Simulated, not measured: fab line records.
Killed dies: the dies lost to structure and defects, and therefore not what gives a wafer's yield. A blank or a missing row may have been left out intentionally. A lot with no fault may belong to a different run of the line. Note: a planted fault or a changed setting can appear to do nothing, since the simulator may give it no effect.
Code-filled problem report in 8D (eight disciplines) form || flow nand harc || the parts of the form that need people (team, actions taken, sign-off) are left out

== 1. PROBLEM STATEMENT ==
sort_bin_3_pct at NHARC_END_SORT_01 reads a mean of 3.30 % on 6 wafers of 2 lots; wafers without a fault read 0.27 % with a standard deviation of 0.22. Measured from the usual mean, that is +14 standard deviations.
The first sign was on wafer L539.1 at day 21 08:38, on prober-01. At this step, 18 wafers from 6 lots have a number in the record. The rule behind "out" and "out of limits": a value lying over 4 standard deviations away from the usual mean. The other wafers with a number count as sound.

== 2. WHAT IT IS; WHAT IT IS NOT ==
{"question": "which readings at this step", "is": "sort_bin_3_pct, defect limited yield, killed at array, killed dies, sort_bin_2_pct, sort n pass, sort yield pct", "is not": "killed at other, killed at periphery, killed short"}
{"question": "which lots", "is": "L539, L540", "is not": "L528, L529, L546, L547"}
{"question": "which wafers of those lots", "is": "all that have a number", "is not": "-"}
{"question": "read on which gauges", "is": "prober-01, prober-02", "is not": "-"}
{"question": "when", "is": "from day 21 08:38", "is not": "up to then (6 sound wafers); but 6 sound wafers of L546, L547 came after"}

== 3. WHAT RULES OUT EACH SUSPECT ==
Counting: a tool at any process step up to the reading remains a suspect when it ran all the lots that are out and ran no sound lot after the first of those.
- the gauge at NHARC_END_SORT_01 is ruled out. 2 gauges (prober-01, prober-02) read the wafers that are out.
- pvd sputter-03 at NHARC_A_BONDPAD_PRE_CLEAN_26 (time 30 s): kept. It processed each lot that is out, first L539 at day 19 23:49, and no sound lot thereafter; up to then, the last sound lot it processed was L528 at day 18 02:40. With no start given for some of its lots, NHARC_A_BONDPAD_PRE_CLEAN_26 uses the hours and lot order of NHARC_A_BONDPAD_PVD_17.
- pvd sputter-03 at NHARC_A_BONDPAD_PVD_17 (deposits TaN, target thk 5 nm, time 8.06 s): kept. It processed each lot that is out, first L539 at day 19 23:49, and no sound lot thereafter; up to then, the last sound lot it processed was L528 at day 18 02:40.
- cmp-01 at NHARC_THIN_TSV_CMP_01 (polishes): ruled out as a lasting fault. Following L539 (day 20 16:23), the first lot on it that is out, the sound lots L546 were run on it.
- pecvd-02 at NHARC_THIN_TSV_DEP_43 (deposits SiO2, target thk 1328.5 nm): kept. It processed each lot that is out, first L539 at day 20 16:55, and no sound lot thereafter; up to then, the last sound lot it processed was L529 at day 19 01:20.
Left after counting: pvd sputter-03 at NHARC_A_BONDPAD_PRE_CLEAN_26, pvd sputter-03 at NHARC_A_BONDPAD_PVD_17, pecvd-02 at NHARC_THIN_TSV_DEP_43.

== 4. THE CAUSE (what the simulator had put in) ==
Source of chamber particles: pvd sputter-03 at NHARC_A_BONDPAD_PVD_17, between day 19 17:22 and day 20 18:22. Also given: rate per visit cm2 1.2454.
Counting leaves 3 suspects; this tool is one of them.

== 5. SEQUENCE OF EFFECTS, ordered by route ==
Each row: a reading where the mean over the struck wafers with a number is more than 3 standard deviations away from the usual. Readings are gone through only where the record gives a usual standard deviation; hours: the median, over the lots, of the time from a lot's start at the first step in this table giving one to that lot's start at this step; sigmas: the change measured in usual standard deviations.
{"hours": 0, "step": "NHARC_END_SORT_01", "reading": "defect limited yield", "usual": "95.3 %", "on struck wafers": 84.4, "change": -10.9, "sigmas": -6.8}
{"hours": 0, "step": "NHARC_END_SORT_01", "reading": "killed at array", "usual": 27, "on struck wafers": 100, "change": "+74", "sigmas": "+6.1"}
{"hours": 0, "step": "NHARC_END_SORT_01", "reading": "killed dies", "usual": 32, "on struck wafers": 105, "change": "+73", "sigmas": "+6.7"}
{"hours": 0, "step": "NHARC_END_SORT_01", "reading": "sort_bin_2_pct", "usual": "1.5 %", "on struck wafers": 6.3, "change": "+4.8", "sigmas": "+8.1"}
{"hours": 0, "step": "NHARC_END_SORT_01", "reading": "sort_bin_3_pct", "usual": "0.27 %", "on struck wafers": 3.30, "change": "+3.03", "sigmas": "+14"}
{"hours": 0, "step": "NHARC_END_SORT_01", "reading": "sort n pass", "usual": 645, "on struck wafers": 572, "change": -73, "sigmas": -6.7}
{"hours": 0, "step": "NHARC_END_SORT_01", "reading": "sort yield pct", "usual": "95.3 %", "on struck wafers": 84.4, "change": -10.9, "sigmas": -6.8}

== 6. WHAT WOULD HAVE CAUGHT IT SOONER ==
39 hours passed between the start of the fault at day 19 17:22 and the first reading out of limits at a measuring or inspecting step in this record, taken at day 21 08:38.
No tool reading at NHARC_A_BONDPAD_PVD_17 that has a usual standard deviation in the record was out on any struck wafer, so an alarm limit of 4 standard deviations on those readings would not have fired.
Lots out: 2; all had begun NHARC_A_BONDPAD_PVD_17 on pvd sputter-03 by day 21 08:38. Had the tool been put on hold then, not one of them would have been saved.
